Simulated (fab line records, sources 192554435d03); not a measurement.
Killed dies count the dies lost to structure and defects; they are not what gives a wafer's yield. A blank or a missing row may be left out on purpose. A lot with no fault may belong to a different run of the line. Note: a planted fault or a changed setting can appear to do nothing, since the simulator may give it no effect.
3 desks, one fault | flow n5 finfet | every desk sees just its own numbers, and what lay behind them comes last

## AT THE METROLOGY DESK
What the gauges read for every lot (on any tool): the sampled wafers with a number, averaged. The brackets show how far a lot's mean lies from the usual mean; more than 4 standard deviations puts the lot out of limits, marked OUT. It has 11 readings; the 7 that lie furthest out on some lot are the ones shown.
Columns: A = SDB_THK at N5_SDB_THK_MEAS_31, usual 64.1 nm; B = DIBL_N at N5_BEOL_M4_RC_MEAS_101, usual 35.9 mV/V; C = IOFF_N at N5_BEOL_M4_RC_MEAS_101, usual 0.152 nA/um; D = IOFF_P at N5_BEOL_M4_RC_MEAS_101, usual 0.204 nA/um; E = ION_P at N5_BEOL_M4_RC_MEAS_101, usual 462 uA/um; F = VT_N at N5_BEOL_M4_RC_MEAS_101, usual 250.3 mV; G = VT_P at N5_BEOL_M4_RC_MEAS_101, usual -250.6 mV
lot  | first seen here | A    | B    | C     | D     | E   | F     | G
L146 | day 3 22:42     | 65.4 | 36.5 | 0.141 | 0.188 | 458 | 252.5 | -252.3
L147 | day 4 05:04     | 64.7 | 35.4 | 0.166 | 0.203 | 460 | 248.2 | -251.5
L148 | day 4 09:13     | 64.5 | 33.7 | 0.138 | 0.195 | 463 | 250.6 | -250.3
L154 | day 6 00:15     | 64.1 | 36.8 | 0.173 | 0.222 | 468 | 246.4 | -248.9
L156 | day 6 11:42     | 64.3 | 37.6 | 0.204 | 0.224 | 461 | 244.3 | -251.0
L158 | day 7 02:21     | 63.4 | 34.7 | 0.159 | 0.215 | 468 | 248.4 | -249.1
L159 | day 7 09:08     | 64.9 | 37.1 | 0.160 | 0.243 | 472 | 249.2 | -245.1
L165 | day 8 14:25     | 63.8 | 36.2 | 0.169 | 0.225 | 469 | 246.8 | -248.2
L166 | day 8 21:54     | 63.6 | 35.9 | 0.158 | 0.182 | 454 | 249.6 | -254.8
Result from this desk: across the 9 lots, nothing is out of limits.

## THE DEFECT DESK
Inspection counts along the route, by lot: the mean over sampled wafers that carry a number. The brackets show how far a lot's mean lies from the usual mean; more than 4 standard deviations puts the lot out of limits, marked OUT.
Columns: A = raw defect count at N5_DUMMY_REMOVAL_INSPECT_06, usual 12
lot  | first seen here | A
L146 | day 3 23:23     | 9
L147 | day 4 05:19     | 7
L148 | day 4 09:28     | 19
L154 | day 6 00:31     | 13
L156 | day 6 11:58     | 12
L158 | day 7 02:41     | 555 (+94) OUT
L159 | day 7 09:35     | 517 (+87) OUT
L165 | day 8 14:41     | 12
L166 | day 8 22:12     | 12
This desk finds L158, L159 out of limits, L158 being first, at day 7 02:41 (raw defect count at N5_DUMMY_REMOVAL_INSPECT_06). Within limits: L146, L147, L148, L154, L156, L165, L166.

## AT THE TOOL OWNER'S DESK: rie diel-01
The tool's own readings at N5_DUMMY_REMOVAL_HM_STRIP_01 (strips SiNx in CH3F/O2, stops on poly-Si, target depth 4 nm, time 6.8 s): means of the sampled wafers that have a number, for each lot that ran on this tool. The brackets show how far a lot's mean lies from the usual mean; more than 4 standard deviations puts the lot out of limits, marked OUT.
Columns: A = CH3F_flow_sccm at N5_DUMMY_REMOVAL_HM_STRIP_01, usual 30.01 sccm; B = drypump motor current A at N5_DUMMY_REMOVAL_HM_STRIP_01, usual 5.54 A; C = oes product au at N5_DUMMY_REMOVAL_HM_STRIP_01, usual 0.64 a.u.; D = rf vpp V at N5_DUMMY_REMOVAL_HM_STRIP_01, usual 127.3 V; E = showerhead plenum p Torr at N5_DUMMY_REMOVAL_HM_STRIP_01, usual 2.00 Torr; F = throttle valve pct at N5_DUMMY_REMOVAL_HM_STRIP_01, usual 16.26 %
lot  | first seen here | A     | B    | C    | D     | E    | F
L146 | day 3 23:11     | 30.02 | 5.64 | 0.61 | 127.7 | 2.00 | 16.28
L147 | day 4 05:07     | 29.91 | 5.65 | 0.62 | 127.2 | 2.00 | 16.27
L148 | day 4 09:17     | 30.09 | 5.64 | 0.62 | 126.9 | 2.00 | 16.26
L154 | day 6 00:19     | 29.93 | 5.46 | 0.63 | 128.1 | 2.03 | 16.42
L156 | day 6 11:46     | 29.92 | 5.47 | 0.63 | 126.8 | 1.99 | 16.32
L158 | day 7 02:29     | 30.04 | 5.68 | 0.60 | 127.3 | 1.97 | 16.36
L159 | day 7 09:23     | 30.10 | 5.68 | 0.59 | 126.8 | 1.97 | 16.36
Result from this desk: across the 7 lots, nothing is out of limits.

## ALL TOGETHER
The defect desk could have raised an alarm at day 7 02:41, on L158, L159.
Metrology desk: nothing out of limits seen.
Nothing out of limits was seen by the tool owner's desk.
The metrology desk has L158, L159 on record, within its limits.
On record at the tool owner's desk: L158, L159, within its limits.
On rie diel-01, each named lot ran N5_DUMMY_REMOVAL_HM_STRIP_01.

## WHAT THE SIMULATOR HAD INSERTED
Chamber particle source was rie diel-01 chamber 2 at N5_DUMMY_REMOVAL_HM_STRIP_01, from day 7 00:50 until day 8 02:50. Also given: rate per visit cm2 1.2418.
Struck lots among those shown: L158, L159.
Hours from the fault's start to each desk's first reading out of limits: the defect desk, 2.
